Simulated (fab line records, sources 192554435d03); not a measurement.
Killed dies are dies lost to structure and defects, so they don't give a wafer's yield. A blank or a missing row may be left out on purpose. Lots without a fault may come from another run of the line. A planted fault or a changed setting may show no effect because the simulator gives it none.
Split-lot experiment | flow n5_finfet | 7 lots, 39 wafers read, on a route of 1938 steps

THE SPLIT
At N5_BEOL_M8_PECVD_70 (deposits SiO2 from TEOS/O2, target thk 20 nm, time 22.7 s), the setting time_s was moved away from the recipe's 22.7 s on 18 of the 39 wafers read, by -32.3% to +54.1%. The other wafers ran this setting at the recipe's value.

The reading is taken at the split's own step.

THE READING
SiO2_of_BEOL_M8_PECVD_70.thk_nm (the simulator's own value, which no gauge read), in nm, at N5_BEOL_M8_PECVD_70 (deposits SiO2 from TEOS/O2, target thk 20 nm, time 22.7 s). The file gives no usual value for it. The 21 wafers here that ran the recipe average 20.0 nm, standard deviation 0.29 nm.

wafer  | tool, chamber at the split | time_s as run, s | against the recipe | SiO2_of_BEOL_M8_PECVD_70.thk_nm, nm | against lot-mates on the recipe
L076.1 | pecvd-03, 0                | 22.7             | recipe             | 19.6                                | -
L076.2 | pecvd-03, 1                | 16.55            | -27.1%             | 15.2                                | -4.6
L076.3 | pecvd-03, 2                | 16.55            | -27.1%             | 14.2                                | -5.6
L076.4 | pecvd-03, 2                | 22.7             | recipe             | 19.8                                | -
L076.5 | pecvd-03, 0                | 22.7             | recipe             | 20                                  | -
L076.6 | pecvd-03, 1                | 16.55            | -27.1%             | 15.4                                | -4.4
L077.1 | pecvd-04, 0,2              | 22.7             | recipe             | 19.8                                | -
L077.4 | pecvd-04, 0,2              | 22.7             | recipe             | 19.8                                | -
L077.2 | pecvd-04, 2                | 34.34            | +51.3%             | 29.4                                | +9.5
L077.3 | pecvd-04, 0                | 34.34            | +51.3%             | 30.4                                | +10.5
L077.5 | pecvd-04, 0                | 22.7             | recipe             | 20                                  | -
L077.6 | pecvd-04, 2                | 34.34            | +51.3%             | 29.6                                | +9.7
L082.1 | pecvd-03, 2,0              | 34.99            | +54.1%             | 29.6                                | +9.4
L082.3 | pecvd-03, 2,0              | 34.99            | +54.1%             | 29.6                                | +9.4
L082.2 | pecvd-03, 1                | 22.7             | recipe             | 20.2                                | -
L082.4 | pecvd-03, 2                | 34.99            | +54.1%             | 30.4                                | +10.2
L082.5 | pecvd-03, 0                | 22.7             | recipe             | 19.8                                | -
L082.6 | pecvd-03, 1                | 22.7             | recipe             | 20.6                                | -
L084.1 | pecvd-01, 0                | 22.7             | recipe             | 19.6                                | -
L084.2 | pecvd-01, 2                | 26.55            | +17.0%             | 22.8                                | +2.9
L084.3 | pecvd-01, 1                | 26.55            | +17.0%             | 23                                  | +3.1
L084.4 | pecvd-01, 2                | 26.55            | +17.0%             | 23.4                                | +3.5
L084.5 | pecvd-01, 0,1              | 22.7             | recipe             | 20                                  | -
L084.6 | pecvd-01, 0,1              | 22.7             | recipe             | 20                                  | -
L087.1 | pecvd-04, 0,2              | 22.7             | recipe             | 20.2                                | -
L087.6 | pecvd-04, 0,2              | 22.7             | recipe             | 20.2                                | -
L087.2 | pecvd-04, 2                | 22.7             | recipe             | 19.8                                | -
L087.3 | pecvd-04, 1                | 30.5             | +34.4%             | 26.6                                | +6.5
L087.4 | pecvd-04, 1                | 30.5             | +34.4%             | 27                                  | +6.9
L087.5 | pecvd-04, 0                | 30.5             | +34.4%             | 27.2                                | +7.1
L088.2 | pecvd-01, 1,0              | 22.7             | recipe             | 20.2                                | -
L088.3 | pecvd-01, 1,0              | 22.7             | recipe             | 20.2                                | -
L088.6 | pecvd-01, 0                | 22.7             | recipe             | 20.4                                | -
L097.1 | pecvd-01, 1,0,2            | 15.36            | -32.3%             | 13.6                                | -6.1
L097.3 | pecvd-01, 1,0,2            | 15.36            | -32.3%             | 13.6                                | -6.1
L097.4 | pecvd-01, 1,0,2            | 15.36            | -32.3%             | 13.6                                | -6.1
L097.2 | pecvd-01, 2                | 22.7             | recipe             | 19.4                                | -
L097.5 | pecvd-01, 0                | 22.7             | recipe             | 19.6                                | -
L097.6 | pecvd-01, 1                | 22.7             | recipe             | 20                                  | -
Where a row lists several chambers, the file gives one row for several wafers and doesn't say which wafer went through which chamber.

THE FIT
A straight line over all 39 wafers: SiO2_of_BEOL_M8_PECVD_70.thk_nm changes by +0.19 nm for each +1% of time_s; r = +1.00; the points scatter about the line by 0.37 nm.
The same after taking each lot's own level away (the mean of its wafers on the recipe; 39 wafers): +0.187 nm for each +1%; r = +1.00; scatter 0.36 nm.
On that fit, the largest move of time_s shifts the reading by 10 nm.
The lots' own levels span 19.67 to 20.27 nm, that is 2.1 times the standard deviation above.
So the lot-to-lot level changes the slope little: the two slopes agree.
Check: with one of the wafers moved furthest among these (+54.1%) left out of the fit, the line predicts +10.3 nm for it against its lot-mates. It came out at +9.4 nm against them.

OTHER SPLITS ON THESE WAFERS
These wafers also went through other splits before the reading. Each is held against what the fit with the lots' levels taken away leaves over:
other split on the same wafers        | wafers away from the commonest value | r with SiO2_of_BEOL_M8_PECVD_70.thk_nm (lot level and that fit taken away)
N5_DUMMY_GATE_ETCH_31 target_depth_a  | 15                                   | -0.14
N5_HKMG_FIN_HK_ALD_01 ald_cycles      | 15                                   | +0.10
N5_MOL_CONTACT_COAG_ALD_27 ald_cycles | 12                                   | -0.09
N5_BEOL_M4_ETCH_64 time_s             | 15                                   | +0.01

THE FILE'S OWN FIT
SiO2_of_BEOL_M8_PECVD_70.thk_nm changes by +0.187 nm for each +1% of time_s, r = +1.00.
